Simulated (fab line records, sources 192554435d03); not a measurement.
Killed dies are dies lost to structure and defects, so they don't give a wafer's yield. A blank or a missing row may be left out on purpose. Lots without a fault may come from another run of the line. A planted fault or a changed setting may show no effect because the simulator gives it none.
Chamber matching | flow n5_finfet | N5_BEOL_M8_ETCH_72 on rie_diel-06: 4 sister chambers
The step etches underlayer in N2/H2, target depth 6.5 nm, time 5.2 s. 4 wafers are shown with their chamber, then 8 later ones without.

WAFERS WITH THEIR CHAMBER
wafer  | chamber | showerhead_plenum_p_Torr (Torr)
L083.1 | 3       | 2.71
L090.1 | 0       | 2.41
L090.4 | 2       | 2.51
L093.3 | 1       | 2.51

WAFERS WITHOUT THEIR CHAMBER
wafer  | showerhead_plenum_p_Torr (Torr)
L093.4 | 2.70
L093.6 | 2.70
L094.1 | 2.70
L094.4 | 2.40
L094.5 | 2.51
L095.1 | 2.51
L095.4 | 2.70
L095.6 | 2.51

WHICH CHAMBER EACH WENT THROUGH
wafer  | from the rows above     | in truth
L093.4 | 3                       | 3
L093.6 | 3                       | 3
L094.1 | 3                       | 3
L094.4 | 0                       | 0
L094.5 | can't be placed: 1 or 2 | 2
L095.1 | can't be placed: 1 or 2 | 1
L095.4 | 3                       | 3
L095.6 | can't be placed: 1 or 2 | 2
Placed correctly: 5 of 8. Can't be placed from these rows: 3 (the true chamber is among the candidates in 3). Placed wrongly: 0.
How it was worked out, from the rows above alone: a wafer's distance from a chamber is the root of the sum, over the readings, of the square of ((its reading less the chamber's mean) divided by the reading's scatter). The wafer belongs to the nearest chamber; if the next one is less than 2 further off, it can't be placed. A chamber's mean is the mean of its shown wafers. The scatter: with one shown wafer a chamber, the root of the mean of the squares of how far each hidden wafer lies from its nearest shown one.
